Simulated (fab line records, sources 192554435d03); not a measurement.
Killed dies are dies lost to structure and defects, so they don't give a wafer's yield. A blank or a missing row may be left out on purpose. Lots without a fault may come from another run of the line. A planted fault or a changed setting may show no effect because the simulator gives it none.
Split-lot experiment | flow n5_finfet | 7 lots, 39 wafers read, on a route of 1938 steps

THE SPLIT
At N5_BEOL_M0_SAQP_SPACER1_ALD_98 (deposits SiO2, target thk 12.8 nm, pulse time 1 s, purge time 2 s), the setting ald_cycles was moved away from the recipe's 138 on 9 of the 39 wafers read, by -42.0% to +18.8%. The other wafers ran this setting at the recipe's value.

FROM THE SPLIT TO THE READING: what the file shows between them, 2 steps
- N5_BEOL_M0_SAQP_SPACER1_ETCHBACK_99: etches SiO2 in CHF3/O2, target depth 15.4 nm, time 7.7 s
- N5_BEOL_M0_SAQP_MANDREL1_REMOVE_100: chemistry HBr/Cl2/O2, target a-Si, stops on SiNx, bt time 10 s

THE READING
cd_nm, in nm, at N5_BEOL_M0_SAQP_CD_MEAS_25 (target cd 13.1 nm). Fault-free wafers of this fab line usually give 12.80 nm, standard deviation 0.22 nm.

wafer  | tool, chamber at the split | ald_cycles as run | against the recipe | cd_nm, nm | against lot-mates on the recipe
L078.2 | ald_sin-02, 3,1,2          | 138               | recipe             | 12.86     | -
L078.4 | ald_sin-02, 3,1,2          | 138               | recipe             | 12.35     | -
L078.6 | ald_sin-02, 3,1,2          | 138               | recipe             | 12.38     | -
L081.1 | ald_sin-03, 2,0,3          | 138               | recipe             | 12.74     | -
L081.2 | ald_sin-03, 3,1,2          | 80                | -42.0%             | 7.60      | -5.21
L081.3 | ald_sin-03, 2,0,3          | 138               | recipe             | 12.84     | -
L081.4 | ald_sin-03, 3,1,2          | 80                | -42.0%             | 7.32      | -5.49
L081.5 | ald_sin-03, 3,1,2          | 80                | -42.0%             | 7.02      | -5.79
L081.6 | ald_sin-03, 2,0,3          | 138               | recipe             | 12.85     | -
L087.1 | ald_sin-03, 2,1,3          | 138               | recipe             | 12.99     | -
L087.2 | ald_sin-03, 0,3,2          | 164               | +18.8%             | 14.90     | +2.04
L087.3 | ald_sin-03, 2,1,3          | 138               | recipe             | 12.71     | -
L087.4 | ald_sin-03, 2,1,3          | 138               | recipe             | 12.89     | -
L087.5 | ald_sin-03, 0,3,2          | 164               | +18.8%             | 15.51     | +2.65
L087.6 | ald_sin-03, 0,3,2          | 164               | +18.8%             | 15.22     | +2.36
L088.1 | ald_sin-03, 1,0,3,2,3      | 138               | recipe             | 12.79     | -
L088.2 | ald_sin-03, 1,0,3,2,3      | 138               | recipe             | 12.79     | -
L088.3 | ald_sin-03, 1,0,3,2,3      | 138               | recipe             | 12.41     | -
L088.4 | ald_sin-03, 1,0,3,2,3      | 138               | recipe             | 12.44     | -
L088.5 | ald_sin-03, 2              | 138               | recipe             | 12.67     | -
L088.6 | ald_sin-03, 1,0,3,2,3      | 138               | recipe             | 12.56     | -
L094.1 | ald_sin-02, 3,2,1,0,3,2    | 138               | recipe             | 12.38     | -
L094.2 | ald_sin-02, 3,2,1,0,3,2    | 138               | recipe             | 12.56     | -
L094.3 | ald_sin-02, 3,2,1,0,3,2    | 138               | recipe             | 12.86     | -
L094.4 | ald_sin-02, 3,2,1,0,3,2    | 138               | recipe             | 12.73     | -
L094.5 | ald_sin-02, 3,2,1,0,3,2    | 138               | recipe             | 12.59     | -
L094.6 | ald_sin-02, 3,2,1,0,3,2    | 138               | recipe             | 12.81     | -
L095.1 | ald_sin-01, 2,1,0,3,2,1    | 138               | recipe             | 12.99     | -
L095.2 | ald_sin-01, 2,1,0,3,2,1    | 138               | recipe             | 12.64     | -
L095.3 | ald_sin-01, 2,1,0,3,2,1    | 138               | recipe             | 13.08     | -
L095.4 | ald_sin-01, 2,1,0,3,2,1    | 138               | recipe             | 12.39     | -
L095.5 | ald_sin-01, 2,1,0,3,2,1    | 138               | recipe             | 12.91     | -
L095.6 | ald_sin-01, 2,1,0,3,2,1    | 138               | recipe             | 13.02     | -
L097.1 | ald_sin-01, 0,2,1          | 92                | -33.3%             | 8.55      | -4.20
L097.2 | ald_sin-01, 0,2,1          | 92                | -33.3%             | 8.66      | -4.09
L097.3 | ald_sin-01, 3,1,2          | 138               | recipe             | 12.81     | -
L097.4 | ald_sin-01, 0,2,1          | 92                | -33.3%             | 8.44      | -4.31
L097.5 | ald_sin-01, 3,1,2          | 138               | recipe             | 12.59     | -
L097.6 | ald_sin-01, 3,1,2          | 138               | recipe             | 12.85     | -
Where a row lists several chambers, the file gives one row for several wafers and doesn't say which wafer went through which chamber.

THE FIT
A straight line over all 39 wafers: cd_nm changes by +0.128 nm for each +1% of ald_cycles; r = +0.99; the points scatter about the line by 0.22 nm.
The same after taking each lot's own level away (the mean of its wafers on the recipe; 39 wafers): +0.128 nm for each +1%; r = +1.00; scatter 0.19 nm.
On that fit, the largest move of ald_cycles shifts the reading by 5.4 nm.
The lots' own levels span 12.530 to 12.863 nm, that is 1.5 times the standard deviation above.
So the lot-to-lot level changes the slope little: the two slopes agree.
Check: with one of the wafers moved furthest among these (-42.0%) left out of the fit, the line predicts -5.44 nm for it against its lot-mates. It came out at -5.21 nm against them.

OTHER SPLITS ON THESE WAFERS
These wafers also went through other splits before the reading. Each is held against what the fit with the lots' levels taken away leaves over:
other split on the same wafers               | wafers away from the commonest value | r with cd_nm (lot level and that fit taken away)
N5_FIN_SAQP_MANDREL_ETCH_22 target_depth_a   | 12                                   | -0.08
N5_HKMG_FIN_ALD_36 ald_cycles                | 12                                   | +0.01
N5_MOL_CONTACT_COAG_SPUTTER_130 target_thk_a | 18                                   | -0.02

THE WHOLE CHAIN: every reading that the file lists as answering this split, in the file's order
step                                | what it does                                                      | reading                                                                                     | change (the file's fit)               | r (the file's)
N5_BEOL_M0_SAQP_SPACER1_ALD_98      | deposits SiO2, target thk 12.8 nm, pulse time 1 s, purge time 2 s | SiO2_of_BEOL_M0_SAQP_SPACER1_ALD_98.thk_nm (the simulator's own value, which no gauge read) | +0.128 nm for each +1% of the setting | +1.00
N5_BEOL_M0_SAQP_MANDREL1_REMOVE_100 | chemistry HBr/Cl2/O2, target a-Si, stops on SiNx, bt time 10 s    | BEOL_M0_SAQP.cd_nm (the simulator's own value, which no gauge read)                         | +0.129 nm for each +1% of the setting | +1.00
N5_BEOL_M0_SAQP_MANDREL1_REMOVE_100 | chemistry HBr/Cl2/O2, target a-Si, stops on SiNx, bt time 10 s    | SiO2_of_BEOL_M0_SAQP_SPACER1_ALD_98.thk_nm (the simulator's own value, which no gauge read) | +0.101 nm for each +1% of the setting | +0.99
N5_BEOL_M0_SAQP_CD_MEAS_25          | target cd 13.1 nm                                                 | cd_nm                                                                                       | +0.128 nm for each +1% of the setting | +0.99

THE FILE'S OWN FIT
cd_nm changes by +0.128 nm for each +1% of ald_cycles, r = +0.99.
